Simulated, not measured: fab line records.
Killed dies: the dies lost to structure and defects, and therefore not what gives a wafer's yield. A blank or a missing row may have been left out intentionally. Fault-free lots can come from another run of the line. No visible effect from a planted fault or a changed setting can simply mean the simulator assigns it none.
8D (eight disciplines) problem report, filled in by code	flow n5_finfet	the parts of the form that need people (team, actions taken, sign-off) are left out

## 1. PROBLEM STATEMENT
Mean of killed_at_other at N5_PASSIVATION_PROBE_49: 114 over 2 wafers from 1 lot, against 4 (standard deviation 3.7) on wafers with no fault. That is +30 standard deviations from the usual mean.
The first sign was on wafer L142.1 at day 16 20:36, on prober-01. The record holds 3 wafers of 1 lot with a number at this step. Rule for "out", or "out of limits": more than 4 standard deviations from the usual mean. All remaining wafers that have a number are taken as sound.

## 2. WHAT IT IS AND WHAT IT IS NOT
question	is	is not
which readings at this step	killed_at_other, defect_limited_yield, killed_dies, sort_bin_5_function, sort_n_pass, sort_yield_pct	killed_at_M0_to_M3, killed_at_M4_up, killed_at_contacts, killed_at_front_end, killed_open, killed_short
which lots	L142	-
which wafers of those lots	L142.1, L142.5	L142.4
read on which tools	prober-01	-
when	from day 16 20:36	up to then (0 sound wafers); but 1 sound wafer of L142 came after

## 3. WHAT RULES OUT EACH SUSPECT
Counting: if a tool at a process step up to the reading ran every lot that is out, it stays a suspect. Sound lots after the first of them don't rule it out here, since some wafers of a struck lot are sound.
- rie_diel-01 at N5_BEOL_M15_STRIP_64 (strips in O2): kept. It ran the lot that is out, L142 (day 15 15:43). Because N5_BEOL_M15_STRIP_64 lacks a start for some lots, the hours and order of its lots are taken from N5_BEOL_M15_INSPECT_30.
- rie_diel-04 at N5_PASSIVATION_PASS_ETCH_74 (etches SiNx in CF4/O2, target depth 220 nm, time 110 s): kept. It ran the lot that is out, L142 (day 16 11:08).
- prober-01 at N5_PASSIVATION_PROBE_49: kept. It ran the lot that is out, L142 (day 16 20:36). Out on those wafers are its own readings of defect_limited_yield, killed_at_other, killed_dies, sort_bin_5_function, sort_n_pass, sort_yield_pct.
- Within rie_diel-01 at N5_BEOL_M15_STRIP_64: the wafers that are out ran in chamber 1; their sound lot-mates ran in chamber 2.
- Within rie_diel-04 at N5_PASSIVATION_PASS_ETCH_74: the wafers that are out ran in chamber 0; their sound lot-mates ran in chamber 2.
The count leaves rie_diel-01 at N5_BEOL_M15_STRIP_64, rie_diel-04 at N5_PASSIVATION_PASS_ETCH_74, and prober-01 at N5_PASSIVATION_PROBE_49.

## 4. THE CAUSE (what the simulator had put in)
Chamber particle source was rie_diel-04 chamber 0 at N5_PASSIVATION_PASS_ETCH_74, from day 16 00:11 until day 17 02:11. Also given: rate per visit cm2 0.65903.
Of the 3 suspects that counting leaves, this tool is one.

## 5. THE EFFECT CHAIN, in route order
Rows list readings where the struck wafers' mean (over those with a number) sits beyond 3 standard deviations from the usual. Readings are gone through only where the record gives a usual standard deviation; hours: the median, over the lots, of the time from a lot's start at the first step in this table giving one to that lot's start at this step; sigmas: the change measured in usual standard deviations.
hours	step	reading	usual	on struck wafers	change	sigmas
0	N5_PASSIVATION_PROBE_49	defect_limited_yield	91.3 %	81.8	-9.5	-7.3
0	N5_PASSIVATION_PROBE_49	killed_at_other	4	114	+110	+30
0	N5_PASSIVATION_PROBE_49	killed_dies	103	215	+112	+7.5
0	N5_PASSIVATION_PROBE_49	sort_bin_5_function	5.1 %	11.9	+6.8	+7.7
0	N5_PASSIVATION_PROBE_49	sort_n_pass	1077	965	-112	-7.5
0	N5_PASSIVATION_PROBE_49	sort_yield_pct	91.3 %	81.8	-9.5	-7.3
Its process steps:
- N5_PASSIVATION_PROBE_49

## 6. WHAT WOULD HAVE CAUGHT IT SOONER
First out-of-limits reading in this record: day 16 20:36, which is 20 hours after fault onset at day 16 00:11.
No tool reading at N5_PASSIVATION_PASS_ETCH_74 that has a usual standard deviation in the record was out on any struck wafer, so an alarm limit of 4 standard deviations on those readings would not have fired.
Lots out: 1; all had begun N5_PASSIVATION_PASS_ETCH_74 on rie_diel-04 by day 16 20:36. Had the tool been put on hold then, not one of them would have been saved.
